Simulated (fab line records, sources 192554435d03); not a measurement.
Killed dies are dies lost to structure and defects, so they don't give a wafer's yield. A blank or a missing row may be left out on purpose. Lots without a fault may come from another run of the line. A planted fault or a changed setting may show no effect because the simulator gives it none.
A struck lot beside a sound one | flow n5_finfet | 23 steps out of a route of 1938
Sound: wafers L247.1, L247.3, L247.5. Struck: wafers L256.2, L256.5, L256.6. The cause comes at the end.
At each step with rows: each side's tool, then ch and its chambers, then its first start. Under that, the readings that differ: sound wafers | struck wafers | difference of the means | sigmas: that difference in standard deviations of wafers without a fault.
alike: readings whose means differ by less than 2 such deviations, and words and numbers that are the same on both sides. not compared: withheld readings, readings that some wafer has no value for, bounds like >300 that may hide the same value, and numbers for which the record gives no deviation and whose values overlap.
The two part at a step that has a row with sigmas, a row that says differs or no value, or rows on one side only. Numbers that don't overlap but have no deviation are shown without sigmas and don't part them. A reading that every wafer of one side lacks parts them only if that side has two wafers or more.

first, 9 steps without rows for these wafers: N5_BEOL_M2_DEVELOP_10 (develop time 30 s); N5_BEOL_M2_DESCUM_16 (chemistry O2, time 7 s); N5_BEOL_M2_ETCH_74 (etches underlayer in N2/H2, target depth 6.5 nm, time 5.2 s); N5_BEOL_M2_ETCH_63 (etches SiARC in CF4, target depth 15.6 nm, time 26 s); N5_BEOL_M2_ETCH_64 (etches SOC in N2/H2, target depth 75 nm, overetch 22.5 nm, time 121.9 s); N5_BEOL_M2_STRIP_65 (strips in N2/H2); N5_BEOL_M2_STRIP_75 (strips in N2/H2); N5_BEOL_M2_STRIP_66 (strips in CF4); N5_BEOL_M2_HM_OPEN_17 (chemistry Cl2/BCl3, target TiN, target depth 20 nm, overetch 6 nm).
N5_BEOL_M2_STRIP_19: strips in O2.
  sound on rie_diel-04 ch 1,3, day 6 21:31; struck on rie_diel-04 ch 1,2, day 9 06:59
  alike: drypump_motor_current_A, oes_product_au, rf_vpp_V, showerhead_plenum_p_Torr, throttle_valve_pct
  not compared: rf_hours_counter_h
then, 9 steps without rows for these wafers: N5_BEOL_M2_COAT_67 (time 60 s, resist thk 60 nm); N5_BEOL_M2_COAT_68 (time 60 s, resist thk 12 nm); N5_BEOL_M2_COAT_76 (time 60 s, resist thk 5 nm); N5_BEOL_M2_COAT_22 (resist thk 30 nm); N5_BEOL_M2_EBR_24; N5_BEOL_M2_SOFTBAKE_23 (time 60 s); N5_BEOL_M2_EXPOSE_25 (exposes mask V1, defocus 5 nm); N5_BEOL_M2_PEB_26 (peb time 60 s); N5_BEOL_M2_DEVELOP_27 (develop time 30 s).
N5_BEOL_M2_INSPECT_30: inspects for defects (brightfield).
  sound on defect_inspect-02, day 6 22:01; struck on defect_inspect-02, day 9 07:35
  reading          | sound       | struck      | difference | sigmas
  raw_defect_count | 419 418 487 | 683 736 750 | +282       | +3
then, 1 step without rows for these wafers: N5_BEOL_M2_DESCUM_33 (chemistry O2, time 7 s).
N5_BEOL_M4_RC_MEAS_101:
  sound on prober-02 ch 0, day 8 02:02; struck on prober-01 ch 0, day 10 09:02
  alike: DIBL_N, DIBL_P, IOFF_N, IOFF_P, ION_N, ION_P, SS_N, SS_P, VT_N, VT_P
-- the record jumps here: 4 days lie between the struck wafers' starts before and after (it left off in module BEOL_M4 and takes up again in module PASSIVATION, whose first step shown is number 1936 of the route) --
N5_PASSIVATION_PROBE_49:
  the record has rows for the struck wafers here (prober-01, day 14 13:30) and none for the sound ones

WHERE THEY PART
First at N5_BEOL_M2_INSPECT_30; last, within this record, at N5_PASSIVATION_PROBE_49.

WHY: what the simulator had put in
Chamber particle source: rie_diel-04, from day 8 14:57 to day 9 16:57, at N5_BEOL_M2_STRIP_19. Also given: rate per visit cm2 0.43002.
